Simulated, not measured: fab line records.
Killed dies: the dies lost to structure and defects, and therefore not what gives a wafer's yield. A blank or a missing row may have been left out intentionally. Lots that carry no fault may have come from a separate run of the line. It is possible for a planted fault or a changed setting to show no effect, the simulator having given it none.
What tool caused it? | flow n5 finfet | 6 lots, 16 wafers sampled, at 5 steps of a route of 1938

## WHAT THE GAUGES READ, wafer by wafer
N5_BEOL_M12_RS_MEAS_54: a four-point-probe measurement.
lot  | measured     | on            | M12_RS (ohm/sq)
L637 | day 12 21:26 | film metro-02 | 0.0616 0.0600
L642 | day 14 05:47 | film metro-02 | 0.0598 0.0615 0.0610
L644 | day 14 14:17 | film metro-01 | 0.0598 0.0602 0.0592
L646 | day 15 12:53 | film metro-02 | 0.0585 0.0608 0.0591
L648 | day 16 00:50 | film metro-02 | 0.0603 0.0593
L656 | day 18 13:07 | film metro-01 | 0.0614 0.0602 0.0600

## EACH LOT AND THE TOOL THAT RAN IT (in order: tool; ch and the chambers of the sampled wafers; start)
lot  | N5_BEOL_M12_DEGAS_41         | N5_BEOL_M12_SPUTTER_43       | N5_BEOL_M12_CMP_49            | N5_BEOL_M12_DEP_53
L637 | pvd sputter-01, day 12 20:13 | pvd sputter-01, day 12 20:18 | cmp-01 ch 0,1, day 12 21:01   | pecvd-01 ch 0,2, day 12 21:23
L642 | pvd sputter-03, day 14 04:33 | pvd sputter-03, day 14 04:38 | cmp-03 ch 0,1, day 14 05:22   | pecvd-01 ch 0,1,2, day 14 05:43
L644 | pvd sputter-02, day 14 13:04 | pvd sputter-02, day 14 13:09 | cmp-01 ch 1,2, day 14 13:55   | pecvd-01 ch 0,1,2, day 14 14:14
L646 | pvd sputter-02, day 15 11:40 | pvd sputter-02, day 15 11:45 | cmp-03 ch 0,1,3, day 15 12:31 | pecvd-01 ch 0,1,2, day 15 12:50
L648 | pvd sputter-01, day 15 23:37 | pvd sputter-01, day 15 23:41 | cmp-01 ch 1, day 16 00:25     | pecvd-04 ch 1,2, day 16 00:46
L656 | pvd sputter-03, day 18 11:54 | pvd sputter-03, day 18 11:59 | cmp-03 ch 0,1,3, day 18 12:42 | pecvd-03 ch 0,1,2, day 18 13:04
- N5_BEOL_M12_DEGAS_41: time 60 s.
- N5_BEOL_M12_SPUTTER_43: material TaN, target thk 15 nm, time 24.19 s.
- N5_BEOL_M12_CMP_49: polishes, stops on SiOC, t overpolish 20.6 s, target thk 320 nm.
- N5_BEOL_M12_DEP_53: deposits SiCN from 3MS/NH3, target thk 30 nm, time 10.5 s.

## THE ANSWER, worked out from the rows above alone
Rule: the usual values come from the lots themselves. Put in order of their means at a reading, lots are off if they are a third of the lots or fewer, leave a main group of 4 or more, and stand apart from it by a gap of 3 or more times the standard deviation of the main group's means; of several such gaps the widest counts. A main group is skipped when, at the precision printed for the reading in the tables above, its means are all equal. A lot without any number at a reading at which 4 lots or more have one is off too. All remaining lots with rows at the step are treated as sound.
Nothing can be told from this: no lot is off at any reading shown.

## WHAT HAD BEEN PUT IN BY THE SIMULATOR
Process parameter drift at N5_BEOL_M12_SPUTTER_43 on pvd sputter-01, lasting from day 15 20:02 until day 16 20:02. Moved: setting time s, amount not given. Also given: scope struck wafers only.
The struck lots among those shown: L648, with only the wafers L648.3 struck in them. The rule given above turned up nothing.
